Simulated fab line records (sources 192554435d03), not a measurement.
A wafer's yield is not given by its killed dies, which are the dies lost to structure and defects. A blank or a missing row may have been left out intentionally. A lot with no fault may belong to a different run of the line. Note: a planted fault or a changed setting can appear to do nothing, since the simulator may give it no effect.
fab line records	flow n5Finfet
[record] lots = 5	wafers = 13	lastDay = 17
route steps=1938 shown SDB@348 PASSIVATION@1936
lots that met no fault: from a run of the same line without faults
startH: start of the lot's first displayed wafer, in hours after the record's first day	waitH: hours since the lot's step before	" as in the row above	L1.1+2: several wafers, shown together as one row	- value missing, or start not given	* or withheld: withheld	< > ~ a bound
route shown NAME@n: names a module that has steps shown in the file, with the first one's number in the route	usual: mean/standard deviation taken from wafers without a fault	same: alike in all rows	chamber/n: place in a boat	sites: per-site readings	_std_site: their standard deviation	_edge_site: inner sites' mean taken away from outer sites' mean	radiusMm: how far each site lies from the wafer's centre	mask NAME#n: copy n	behind: the last tool/chamber to shape the wafer	hold: why the lot was held/for how many hours/how that ended	device: transistor that didn't switch, given as n, p or np	end of line: tests run on the same wafers once the route is complete	a step without rows: its recipe alone	killed: count of dies lost to structure and defects at first sort (not the wafer's yield)	map: a wafer's dies, marking killed ones x, the rest . and places with no die _
set.NAME: the run value of the setting; set.NAME@STEP: its run value at that earlier step	model.NAME: the simulator's own value behind a step, which no gauge read
lots at selected steps of the route; one table per step, one row per wafer
services: the hour from which a tool's chamber was out of use, counted from the record's first day as startH (under 0 if before that day), plus the number of hours and why
[[steps]]
[step N5_SDB_COAT_03]
[recipe] resist = SOC	tempC = 250	timeS = 60	spinRpm = 1500	resistThkNm = 100
[step N5_SDB_COAT_04]
[recipe] resist = SiARC	tempC = 220	timeS = 60	spinRpm = 1500	resistThkNm = 18
[step N5_SDB_COAT_05]
[recipe] resist = CAR-ArF	spinRpm = 1500	resistThkNm = 90
[step N5_SDB_EBR_07]
[recipe] solvent = PGMEA	ebrWidthMm = 1.5
[step N5_SDB_SOFTBAKE_06]
[recipe] tempC = 110	timeS = 60	resist = CAR-ArF
[step N5_SDB_EXPOSE_08]
[recipe] maskId = SDB	na = 1.35	sourceShape = conventional	sigmaOuter = 0.5	polarization = unpolarized	doseMj = 49.6
[step N5_SDB_PEB_09]
[recipe] pebTempC = withheld	pebTimeS = 60	resist = CAR-ArF
[step N5_SDB_DEVELOP_10]
[recipe] developTimeS = 30	developer = TMAH	resist = CAR-ArF	rinseLiquid = diw	dry = airSpin	devTempC = 23
[step N5_SDB_CD_MEAS_11]
[recipe] targetCdNm = 50	landingEnergyEv = 500	detector = seInlens	polarity = opening
[usual] cdNm = 50.3/0.78
lot.wafer	tool	chamber	startH	waitH	cdNm
L848.1	cdSem-02	0	65.94	-	50.8
L848.5	"	0	"	"	49.8
L848.6	"	0	"	"	50.4
L854.1	cdSem-02	0	107.97	-	49.6
L854.3	"	0	"	"	50.2
L854.4	"	0	"	"	50.7
L855.4	cdSem-01	0	108.84	-	50.3
L855.5	"	0	"	"	51.2
L855.6	"	0	"	"	51.1
L863.6	cdSem-02	0	158.55	-	50.1
L870.2	cdSem-02	0	197.14	-	50.8
L870.5	"	0	"	"	49.4
L870.6	"	0	"	"	51.5
[step N5_SDB_OVL_MEAS_12]
[recipe] pointsPerWafer = 44
[usual] SDB_OVL = 0.3/0.75
lot.wafer	tool	chamber	startH	waitH	SDB_OVL[nm]
L848.1	overlay-02	0	65.97	0.0	-1.2
L848.5	"	0	"	"	-0.3
L848.6	"	0	"	"	-1.0
L854.1	overlay-01	0	108.00	0.0	-1.2
L854.3	"	0	"	"	-0.2
L854.4	"	0	"	"	0.1
L855.4	overlay-02	0	108.86	0.0	0.5
L855.5	"	0	"	"	-0.6
L855.6	"	0	"	"	1.2
L863.6	overlay-02	0	158.57	0.0	-1.0
L870.2	overlay-02	0	197.17	0.0	0.1
L870.5	"	0	"	"	-0.6
L870.6	"	0	"	"	0.7
[step N5_SDB_INSPECT_13]
[recipe] mode = adi	inspectInstrument = brightfield
[usual] rawDefectCount = 78/31
lot.wafer	tool	chamber	startH	waitH	rawDefectCount
L848.1	defectInspect-02	-	65.99	0.0	86
L848.5	"	-	"	"	98
L848.6	"	-	"	"	107
L854.1	defectInspect-02	-	108.02	0.0	74
L854.3	"	-	"	"	90
L854.4	"	-	"	"	73
L855.4	defectInspect-01	-	108.89	0.0	59
L855.5	"	-	"	"	118
L855.6	"	-	"	"	72
L863.6	defectInspect-02	-	158.60	0.0	39
L870.2	defectInspect-01	-	197.19	0.0	56
L870.5	"	-	"	"	61
L870.6	"	-	"	"	46
[step N5_SDB_DESCUM_16]
[recipe] chemistry = O2	timeS = 7.9	sourcePowerW = 50	biasPowerW = 20	pressureMtorr = 20	rfFrequencyHz = 2.712e+07	tempC = 40	resist = CAR-ArF	o2FlowSccm = 225
[usual] chamberPressureMTorr = 20.000/0.019	drypumpMotorCurrentA = 5.8/0.46	oesProductAu = 0.78/0.073	rfVppV = 243.6/1.5	showerheadPlenumPTorr = 2.12/0.087	throttleValvePct = 20.42/0.22
lot.wafer	tool	chamber	startH	waitH	chamberPressureMTorr	drypumpMotorCurrentA	oesProductAu	rfHoursCounterH	rfVppV	showerheadPlenumPTorr	throttleValvePct
L848.1	rieDiel-02	2	66.09	0.1	20.001	6.1	0.83	67	244.8	2.22	20.25
L848.5	"	2	"	"	19.985	6.1	0.83	-	244.4	2.22	20.26
L848.6	"	1	"	"	20.009	6.5	0.74	-	244.4	2.17	20.43
L854.1	rieDiel-01	0	108.05	0.0	19.999	5.6	0.76	149	243.5	2.00	20.55
L854.3	"	1	"	"	19.996	5.6	0.90	24	245.4	2.21	20.08
L854.4	"	2	"	"	20.016	5.0	0.72	212	244.4	2.16	20.75
L855.4	rieDiel-02	3	108.92	0.0	19.975	5.9	0.78	111	241.3	2.02	20.20
L855.5	"	3	"	"	20.016	5.9	0.78	-	242.9	2.02	20.21
L855.6	"	0	"	"	20.014	5.5	0.70	-	240.6	1.97	20.36
L863.6	rieDiel-01	3	158.65	0.0	19.997	6.2	0.78	-	244.2	2.19	20.39
L870.2	rieDiel-02	3	197.22	0.0	19.985	5.9	0.75	144	241.7	2.01	20.25
L870.5	"	2	"	"	19.994	6.1	0.77	-	243.6	2.20	20.34
L870.6	"	3	"	"	19.974	5.9	0.74	-	243.3	2.01	20.26
[step N5_SDB_ETCH_17]
[recipe] chemistry = CF4	target = SiARC	targetDepthA = 234	maskMaterial = CAR-ArF	timeS = 39	ionEnergyEv = 80	pressureMtorr = 40	sourceW = 545	biasW = 36	Ar_flow_sccm = 100	cf4FlowSccm = 100	ends = cleared
[usual] cf4FlowSccm = 99.95/0.26	chamberPressureMTorr = 40.00/0.038	drypumpMotorCurrentA = 5.8/0.45	etchRfOnTimeS = 38.8/0.42	oesProductAu = 0.67/0.061	rfVppV = 184.3/1.4	showerheadPlenumPTorr = 2.17/0.083	throttleValvePct = 15.62/0.23
lot.wafer	tool	chamber	startH	waitH	cf4FlowSccm	chamberPressureMTorr	drypumpMotorCurrentA	etchRfOnTimeS	oesProductAu	rfHoursCounterH	rfVppV	showerheadPlenumPTorr	throttleValvePct
L848.1	rieDiel-02	2	66.12	0.0	100.28	39.97	6.1	38.6	0.71	67	184.5	2.26	15.38
L848.5	"	2	"	"	100.35	39.97	6.1	38.4	0.71	-	187.2	2.26	15.38
L848.6	"	1	"	"	99.71	40.01	6.5	38.5	0.63	-	184.9	2.21	15.62
L854.1	rieDiel-01	0	108.09	0.0	100.07	39.99	5.7	38.9	0.65	149	184.3	2.06	15.79
L854.3	"	1	"	"	99.95	39.96	5.6	38.0	0.78	24	184.1	2.27	15.33
L854.4	"	2	"	"	100.09	40.01	5.1	38.4	0.62	212	183.1	2.21	15.93
L855.4	rieDiel-02	3	108.96	0.0	100.19	39.95	5.9	38.9	0.66	111	183.5	2.07	15.41
L855.5	"	3	"	"	99.65	39.94	5.8	38.8	0.66	-	182.5	2.07	15.41
L855.6	"	0	"	"	99.76	39.92	5.5	38.7	0.60	-	182.8	2.03	15.61
L863.6	rieDiel-01	3	158.68	0.0	70.27	40.03	6.2	40.7	0.65	-	185.8	2.01	14.33
L870.2	rieDiel-02	3	197.26	0.0	99.77	39.99	5.8	39.2	0.64	144	182.4	2.06	15.50
L870.5	"	2	"	"	99.88	40.02	6.1	38.5	0.66	-	185.5	2.24	15.49
L870.6	"	3	"	"	99.64	40.05	5.9	39.0	0.64	-	182.4	2.06	15.48
[step N5_SDB_ETCH_18]
[recipe] chemistry = N2/H2	target = SOC	targetDepthA = 1000	overetchA = 200	maskMaterial = SiARC	tempC = 40	timeS = 150	ionEnergyEv = 200	pressureMtorr = 30	sourceW = 840	biasW = 150	n2FlowSccm = 200	h2FlowSccm = 200
[usual] chamberPressureMTorr = 29.996/0.029	drypumpMotorCurrentA = 5.8/0.46	n2FlowSccm = 199.9/0.59	oesProductAu = 0.70/0.061	rfVppV = 524.7/2.9	showerheadPlenumPTorr = 2.57/0.11	throttleValvePct = 17.85/0.25
lot.wafer	tool	chamber	startH	waitH	chamberPressureMTorr	drypumpMotorCurrentA	n2FlowSccm	oesProductAu	rfHoursCounterH	rfVppV	showerheadPlenumPTorr	throttleValvePct
L848.1	rieDiel-02	2	66.16	0.0	29.956	6.1	198.5	0.74	67	526.2	2.68	17.60
L848.5	"	2	"	"	30.025	6.1	198.9	0.73	-	527.2	2.68	17.60
L848.6	"	1	"	"	29.950	6.5	199.7	0.66	-	527.5	2.65	17.94
L854.1	rieDiel-01	0	108.12	0.0	30.033	5.6	200.5	0.69	149	521.2	2.44	18.00
L854.3	"	1	"	"	29.941	5.6	199.3	0.80	24	527.2	2.71	17.54
L854.4	"	2	"	"	30.022	5.1	199.2	0.65	212	525.1	2.62	18.18
L855.4	rieDiel-02	3	108.99	0.0	29.984	5.9	199.2	0.69	111	521.1	2.45	17.57
L855.5	"	3	"	"	30.003	5.9	200.1	0.69	-	522.3	2.45	17.58
L855.6	"	0	"	"	29.964	5.5	199.0	0.62	-	519.8	2.41	17.87
L863.6	rieDiel-01	3	158.76	0.1	29.973	6.2	199.5	0.70	-	526.2	2.66	17.83
L870.2	rieDiel-02	3	197.29	0.0	29.994	5.9	200.9	0.66	144	521.4	2.44	17.64
L870.5	"	2	"	"	30.009	6.1	200.0	0.69	-	526.5	2.66	17.69
L870.6	"	3	"	"	30.006	5.9	199.5	0.67	-	520.8	2.44	17.63
[step N5_PASSIVATION_PROBE_49]
[usual] defectLimitedYield = 91.2/1.4	killed_at_M0_to_M3 = 34/9.4	killed_at_M4_up = 13/5.8	killedAtContacts = 13/6.4	killedAtFrontEnd = 41/11	killedAtOther = 3.1/2.3	killedDies = 103/16	killedOpen = 69/12	killedShort = 33/7.8	sort_bin_5_function = 5.1/0.91	sort_bin_6_memory = 3.3/0.63	sortNPass = 1077/16	sortYieldPct = 91.2/1.4
[same] grossDies = 1180	killedAtBackSide = 0	sort_bin_4_leakage[%] = 0	sort_bin_8_speed[%] = 0
lot.wafer	tool	chamber	startH	waitH	defectLimitedYield[%]	killed_at_M0_to_M3	killed_at_M4_up	killedAtContacts	killedAtFrontEnd	killedAtOther	killedDies	killedOpen	killedShort	sort_bin_5_function[%]	sort_bin_6_memory[%]	sortNPass	sortYieldPct[%]
L848.1	prober-01	-	270.37	0.0	91.4	14	11	29	47	1	102	73	23	5.0	3.1	1078	91.4
L848.5	prober-01	-	270.57	0.2	90.8	40	18	12	30	8	108	72	35	5.8	3.2	1072	90.8
L848.6	prober-01	-	270.62	0.3	89.7	25	22	24	47	3	121	87	33	5.1	4.7	1059	89.7
L854.1	prober-02	-	312.59	0.0	88.1	45	14	28	49	5	141	94	46	5.8	5.6	1039	88.1
L854.3	prober-02	-	312.69	0.1	88.3	46	20	17	51	4	138	104	34	7.4	4.0	1042	88.3
L854.4	prober-02	-	312.74	0.2	92.3	24	23	13	27	4	91	70	21	4.3	3.3	1089	92.3
L855.4	prober-01	-	314.08	0.2	92.0	34	13	8	38	1	94	65	29	4.5	3.2	1086	92.0
L855.5	prober-01	-	314.13	0.2	91.6	34	10	8	46	1	99	67	31	5.2	2.9	1081	91.6
L855.6	prober-01	-	314.18	0.3	92.7	29	13	1	40	3	86	57	29	3.6	3.3	1094	92.7
L870.2	prober-01	-	400.86	0.1	90.5	36	17	14	42	3	112	82	30	5.1	4.0	1068	90.5
L870.5	prober-01	-	401.01	0.2	91.5	29	16	19	30	6	100	70	30	5.8	2.5	1080	91.5
L870.6	prober-01	-	401.06	0.3	92.0	38	5	13	36	2	94	65	28	4.5	3.3	1086	92.0
// killed by level:class
L848.1 MOL_CONTACT_COAG:geometricParticle:open=26 STI_FIN_REVEAL:geometricParticle:open=19 BEOL_M0_SAQP:geometricParticle:open=6 FIN_SAQP:geometricParticle:short=5 HKMG_FIN:areaEtch=5 GATE_CUT:geometricParticle:open=4 FIN_SAQP:geometricParticle:open=3 MOL_CONTACT_COAG:geometricParticle:short=3
L848.5 STI_FIN_REVEAL:geometricParticle:open=12 MOL_CONTACT_COAG:geometricParticle:open=12 BEOL_M4:geometricParticle:open=8 BEOL_M1:geometricParticle:open=7 BEOL_M3:geometricParticle:short=7 BEOL_M3:geometricParticle:open=6 BEOL_M0_SAQP:geometricParticle:open=6 BEOL_M2:geometricParticle:open=6
L848.6 MOL_CONTACT_COAG:geometricParticle:open=21 STI_FIN_REVEAL:geometricParticle:open=17 BEOL_M4:geometricParticle:open=13 GATE_CUT:geometricParticle:open=10 GATE_CUT:geometricParticle:short=6 STI_FIN_REVEAL:geometricParticle:short=4 BEOL_M0_SAQP:geometricParticle:short=4 BEOL_M1:geometricParticle:short=4
L854.1 MOL_CONTACT_COAG:geometricParticle:open=23 FIN_SAQP:geometricParticle:open=15 BEOL_M2:geometricParticle:open=13 FIN_SAQP:geometricParticle:short=11 BEOL_M0_SAQP:geometricParticle:short=10 BEOL_M0_SAQP:geometricParticle:open=8 BEOL_M4:geometricParticle:open=8 STARTING-WAFER:geometricParticle:short=6
L854.3 FIN_SAQP:geometricParticle:open=15 BEOL_M3:geometricParticle:open=14 MOL_CONTACT_COAG:geometricParticle:open=13 BEOL_M4:geometricParticle:open=13 STI_FIN_REVEAL:geometricParticle:open=12 BEOL_M0_SAQP:geometricParticle:open=10 BEOL_M1:geometricParticle:open=8 FIN_SAQP:geometricParticle:short=7
L854.4 FIN_SAQP:geometricParticle:open=11 MOL_CONTACT_COAG:geometricParticle:open=11 BEOL_M2:geometricParticle:open=9 BEOL_M4:geometricParticle:open=7 BEOL_M6:geometricParticle:open=6 FIN_SAQP:geometricParticle:short=5 BEOL_M1:geometricParticle:open=4 BEOL_M5:geometricParticle:open=4
L855.4 STI_FIN_REVEAL:geometricParticle:open=18 BEOL_M0_SAQP:geometricParticle:short=11 BEOL_M4:geometricParticle:open=9 MOL_CONTACT_COAG:geometricParticle:open=7 BEOL_M0_SAQP:geometricParticle:open=7 DUMMY_GATE:geometricParticle:open=5 BEOL_M1:geometricParticle:open=5 BEOL_M3:geometricParticle:open=5
L855.5 STI_FIN_REVEAL:geometricParticle:open=25 BEOL_M0_SAQP:geometricParticle:open=12 BEOL_M0_SAQP:geometricParticle:short=10 MOL_CONTACT_COAG:geometricParticle:open=7 STI_FIN_REVEAL:geometricParticle:short=6 ILD0:geometricParticle:short=4 BEOL_M3:geometricParticle:open=4 BEOL_M1:geometricParticle:open=3
L855.6 STI_FIN_REVEAL:geometricParticle:open=12 BEOL_M3:geometricParticle:open=11 BEOL_M1:geometricParticle:open=7 STI_FIN_REVEAL:geometricParticle:short=6 DUMMY_GATE:geometricParticle:open=5 BEOL_M0_SAQP:geometricParticle:short=4 BEOL_M4:geometricParticle:open=4 FIN_SAQP:geometricParticle:short=3
L870.2 STI_FIN_REVEAL:geometricParticle:open=16 MOL_CONTACT_COAG:geometricParticle:open=13 BEOL_M2:geometricParticle:open=10 BEOL_M4:geometricParticle:open=10 FIN_SAQP:geometricParticle:open=6 BEOL_M0_SAQP:geometricParticle:short=6 BEOL_M1:geometricParticle:open=6 FIN_SAQP:geometricParticle:short=5
L870.5 MOL_CONTACT_COAG:geometricParticle:open=18 BEOL_M4:geometricParticle:open=10 FIN_SAQP:geometricParticle:open=8 BEOL_M3:geometricParticle:open=8 STI_FIN_REVEAL:geometricParticle:open=7 BEOL_M0_SAQP:geometricParticle:short=7 FIN_SAQP:geometricParticle:short=4 BEOL_M0_SAQP:geometricParticle:open=4
L870.6 BEOL_M0_SAQP:geometricParticle:open=12 FIN_SAQP:geometricParticle:open=11 MOL_CONTACT_COAG:geometricParticle:open=11 BEOL_M0_SAQP:geometricParticle:short=11 STI_FIN_REVEAL:geometricParticle:open=8 BEOL_M2:geometricParticle:open=5 BEOL_M3:geometricParticle:open=4 GATE_CUT:geometricParticle:short=3
[[services]]
tool	chamber	startH	hours	kind
rieDiel-01	1	64.71	3.8	repair
rieDiel-02	-	161.27	0.4	repair
rieDiel-02	0	168.03	-	clean
rieDiel-02	0	168.03	-	consumableReplace:focusRing
rieDiel-02	0	168.03	-	consumableReplace:showerhead
rieDiel-02	0	168.03	16.3	scheduledDown
rieDiel-02	0	168.03	16.3	ventCycle
rieDiel-01	2	185.30	17.7	repair
rieDiel-02	1	195.81	5.5	repair
[[key]]
[firstSign] step = N5_SDB_ETCH_17	reading = cf4FlowSccm	direction = down	sigmas = 99+	usual = 99.95	struck = 70.27
[effect] step = N5_SDB_ETCH_17	reading = throttleValvePct	direction = down	sigmas = 5.7	usual = *	struck = *
metAt N5_SDB_ETCH_17
struckWafers L863.6
rowsEnd L863.6
[fault] kind = processParameterDrift	tool = rieDiel-01	chamber = 3	onsetH = 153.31	steps = N5_SDB_ETCH_17	channel = cf4FlowSccm	offset = -30	shape = step	endH = 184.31	actsIn = theseRecipesOnly	stated = 100
// rowsEnd: these wafers met a further fault down the route, and their rows from its step on are left out
